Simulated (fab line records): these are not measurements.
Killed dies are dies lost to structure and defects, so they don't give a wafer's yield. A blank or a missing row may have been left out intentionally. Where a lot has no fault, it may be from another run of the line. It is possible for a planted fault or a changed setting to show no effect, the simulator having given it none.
Chamber matching	flow nandHarc	NHARC_A_CHANNEL_HOLE_D1_ETCH_38 on rieDiel-08: 4 sister chambers
The step etches the open film in CF4, target depth 39 nm, time 65 s. 4 wafers are shown with their chamber, then 10 later ones without.

WAFERS PAIRED WITH THEIR CHAMBERS
wafer	chamber	oesProductAu (a.u.)
L087.1	0	0.993
L087.6	1	0.979
L088.2	3	1.003
L088.3	2	0.979

WAFERS WITH NO CHAMBER GIVEN
wafer	oesProductAu (a.u.)
L088.6	0.987
L092.3	0.988
L092.4	1.006
L092.6	0.979
L094.1	0.985
L094.2	0.974
L094.5	0.994
L096.1	0.969
L096.2	0.994
L096.6	0.998

EACH ONE'S CHAMBER
wafer	from the rows above	in truth
L088.6	can't be placed: 0 or 1 or 2 or 3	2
L092.3	can't be placed: 0 or 1 or 2 or 3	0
L092.4	can't be placed: 3 or 0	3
L092.6	can't be placed: 1 or 2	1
L094.1	can't be placed: 1 or 2 or 0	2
L094.2	can't be placed: 1 or 2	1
L094.5	can't be placed: 0 or 3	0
L096.1	can't be placed: 1 or 2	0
L096.2	can't be placed: 0 or 3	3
L096.6	can't be placed: 3 or 0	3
Correctly placed: 0 of 10. Unplaceable from these rows: 10, with the true chamber sitting among the candidates in 9. 0 placed wrongly.
How it was worked out, from the rows above alone: a wafer's distance from a chamber is the root of the sum, over the readings, of the square of ((its reading less the chamber's mean) divided by the reading's scatter). If the next closest chamber is less than 2 further off than the closest, the wafer can't be placed; otherwise it belongs to the closest. A chamber's mean is the mean of its shown wafers. The scatter: root of mean squared gap, hidden wafer to nearest shown wafer, with one shown wafer a chamber.
